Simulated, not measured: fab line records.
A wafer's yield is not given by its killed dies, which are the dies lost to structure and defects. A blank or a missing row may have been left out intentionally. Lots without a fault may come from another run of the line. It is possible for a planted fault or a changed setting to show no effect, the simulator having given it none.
A lot that was struck, set against a sound lot -- flow nand harc -- 15 steps out of a route of 1302
Sound: wafers L261.1, L261.2, L261.6. Struck: wafers L267.5, L267.6 (left out: L267.4, a lot-mate that was not struck); the cause follows at the end.
For every step that has rows: the tool of each side, followed by ch and its chambers, followed by its first start. Under that, the readings that differ: sound wafers -- struck wafers -- difference of the means -- sigmas: that difference in standard deviations of wafers without a fault.
alike: words and numbers the same on both sides, and readings whose means are apart by under 2 such deviations; not compared: readings that were withheld, readings missing a value for some wafer, numbers with overlapping values and no deviation given by the record, and bounds like >300 which may hide the same value.
A row with sigmas, a row that says differs or no value, or rows on one side alone: a step with any of these is where the two part. Numbers that have no deviation but don't overlap get no sigmas and don't part them. A reading missing from all wafers of one side parts the sides only when that side holds two or more wafers.

first, 8 steps without rows for these wafers: NHARC_P_GATE_DEHYDRATE_18 (time 120 s); NHARC_P_GATE_HMDS_19 (time 30 s); NHARC_P_GATE_COAT_20 (resist thk 90 nm); NHARC_P_GATE_SOFTBAKE_21 (time 55 s); NHARC_P_GATE_EBR_22; NHARC_P_GATE_EXPOSE_23 (exposes mask P GATE, target cd 120 nm); NHARC_P_GATE_PEB_24 (peb time 65 s); NHARC_P_GATE_DEVELOP_25 (develop time 35 s).
NHARC_P_GATE_CD_MEAS_26: target cd 120 nm.
  sound on cd sem-03 ch 0, day 9 12:50; struck on cd sem-02 ch 0, day 12 00:12
  alike: cd nm
NHARC_P_GATE_OVL_MEAS_27:
  sound on overlay-02 at day 9 12:55; struck on overlay-01 at day 12 00:17
reading,sound,struck,difference,sigmas
overlay y nm (nm),1.3 1.1 1.5,-0.5 -0.5,-1.8,-2
  alike: overlay x nm
NHARC_P_GATE_INSPECT_28:
  sound on defect inspect-02 at day 9 12:57; struck on defect inspect-01 at day 12 00:19
  alike: raw defect count
NHARC_P_GATE_DESCUM_31: chemistry O2, time 3 s.
  sound on rie diel-07 ch 2,3, day 9 13:01; struck on rie diel-07 ch 2,3, day 12 00:23
  alike: drypump motor current A, mfc ar sccm, oes product au, rf vpp V, showerhead plenum p Torr, throttle valve pct
  not compared: rf hours counter h
NHARC_P_GATE_ETCH_104: etches the open film in CF4/CHF3, target depth 60 nm.
  sound on rie diel-07 ch 0,2,3, day 9 13:07; struck on rie diel-07 ch 0,3, day 12 00:28
reading,sound,struck,difference,sigmas
oes product au (a.u.),0.938 0.921 0.926,0.656 0.647,-0.277,-13
model.P_GATE.cd nm (nm),120.5 118.3 118.4,121.3 122.4,+2.8,
  alike: drypump motor current A, mfc ar sccm, rf vpp V, showerhead plenum p Torr, throttle valve pct
NHARC_P_GATE_HM_OPEN_105: chemistry O2/COS, target depth 360 nm.
  sound: rie diel-07 ch 0,2,3; struck: rie diel-07 ch 0,3
  alike: drypump motor current A, mfc ar sccm, oes product au, rf vpp V, showerhead plenum p Torr, throttle valve pct
  not compared: rf hours counter h
then, 1 step without rows for these wafers: NHARC_END_SORT_01.

== WHERE THEY PART ==
First at NHARC_P_GATE_OVL_MEAS_27; last, within this record, at NHARC_P_GATE_ETCH_104. Later steps at which nothing parts them and some readings are alike: NHARC_P_GATE_HM_OPEN_105.

WHY: the cause the simulator had injected
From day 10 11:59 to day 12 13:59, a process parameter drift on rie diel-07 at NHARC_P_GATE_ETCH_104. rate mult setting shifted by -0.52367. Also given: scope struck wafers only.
